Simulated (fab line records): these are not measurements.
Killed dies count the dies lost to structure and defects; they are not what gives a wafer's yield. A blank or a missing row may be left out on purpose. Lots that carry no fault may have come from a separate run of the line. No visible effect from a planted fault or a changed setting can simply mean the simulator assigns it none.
8D (eight disciplines) problem report, filled in by code + flow nand_harc + the parts of the form that need people (team, actions taken, sign-off) are left out

## 1. THE ISSUE
NHARC_A_BONDPAD_ETCH_12, run_length_s: mean 117.9 s over 1 wafer from 1 lot; wafers with no fault: 131.3 s, standard deviation 0.43. That is -31 standard deviations from the usual mean.
The step: etches the open film in CHF3/O2, target depth 220 nm, time 110 s.
First observed at day 25 13:39: wafer L367.6, on rie_diel-13. At this step, 15 wafers from 5 lots have a number in the record. Rule for "out" (also "out of limits"): further than 4 standard deviations from the usual mean. Any other wafer with a number is counted as sound.

## 2. WHAT IT IS, AND WHAT IT ISN'T
| question                    | is                | is not                                                                                                       |
|-----------------------------|-------------------|--------------------------------------------------------------------------------------------------------------|
| which readings at this step | run_length_s      | drypump_motor_current_A, mfc_ar_sccm, oes_product_au, rf_vpp_V, showerhead_plenum_p_Torr, throttle_valve_pct |
| which lots                  | L367              | L362, L377, L379, L380                                                                                       |
| which wafers of those lots  | L367.6            | L367.3, L367.4                                                                                               |
| read on which tools         | rie_diel-13       | rie_diel-04                                                                                                  |
| when                        | from day 25 13:39 | up to then (5 sound wafers); but 9 sound wafers of L377, L379, L380 came after                               |

## 3. THE SUSPECTS, EACH WITH WHAT RULES IT OUT
Counting: any tool at a process step up to the reading remains a suspect provided it ran every lot that is out. Sound lots after the first of them don't rule it out here, since some wafers of a struck lot are sound.
- rie_diel-13 at NHARC_A_BONDPAD_DESCUM_11 (chemistry O2, time 3 s): kept. L367, the lot that is out, went through it at day 25 13:29; up to then, the latest sound lot through it was L362 at day 24 17:22.
- rie_diel-13 at NHARC_A_BONDPAD_ETCH_34 (etches the open film in N2/H2, target depth 60 nm, overetch 18 nm, time 65.91 s): kept. L367, the lot that is out, went through it at day 25 13:34; up to then, the latest sound lot through it was L362 at day 24 17:27.
- rie_diel-13 at NHARC_A_BONDPAD_ETCH_12 (etches the open film in CHF3/O2, target depth 220 nm, time 110 s): kept. L367, the lot that is out, went through it at day 25 13:39; up to then, the latest sound lot through it was L362 at day 24 17:34. Out on those wafers are its own readings of run_length_s.
- rie_diel-13, NHARC_A_BONDPAD_DESCUM_11: wafers that are out in chamber 3, sound lot-mates in chambers 1, 2.
- rie_diel-13, NHARC_A_BONDPAD_ETCH_34: wafers that are out in chamber 3, sound lot-mates in chambers 1, 2.
- rie_diel-13, NHARC_A_BONDPAD_ETCH_12: wafers that are out in chamber 0, sound lot-mates in chambers 1, 3.
rie_diel-13 at NHARC_A_BONDPAD_DESCUM_11, rie_diel-13 at NHARC_A_BONDPAD_ETCH_34 and rie_diel-13 at NHARC_A_BONDPAD_ETCH_12 are what is left after counting.

## 4. THE CAUSE (what the simulator had put in)
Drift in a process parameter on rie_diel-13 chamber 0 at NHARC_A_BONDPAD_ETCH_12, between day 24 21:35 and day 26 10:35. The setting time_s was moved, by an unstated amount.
Counting leaves 3 suspects; this tool is one of them.

## 5. THE EFFECT CHAIN, in route order
One row per reading whose mean, taken over the struck wafers that have a number, lies over 3 standard deviations from the usual. Readings are gone through only where the record gives a usual standard deviation; hours: the median, over the lots, of the time from a lot's start at the first step in this table giving one to that lot's start at this step; sigmas: the change measured in usual standard deviations.
| hours | step                    | reading      | usual   | on struck wafers | change | sigmas |
|-------|-------------------------|--------------|---------|------------------|--------|--------|
| 0     | NHARC_A_BONDPAD_ETCH_12 | run_length_s | 131.3 s | 117.9            | -13.4  | -31    |
Its process steps:
- NHARC_A_BONDPAD_ETCH_12: etches the open film in CHF3/O2, target depth 220 nm, time 110 s.
At these later measuring or inspecting steps, every struck wafer for which the step has a row has a number for every such reading, and none has moved that far: NHARC_A_BONDPAD_CD_MEAS_13.

## 6. HOW IT WOULD HAVE BEEN CAUGHT EARLIER
In this record no reading fell out of limits until day 25 13:39, 16 hours after the fault had begun at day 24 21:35.
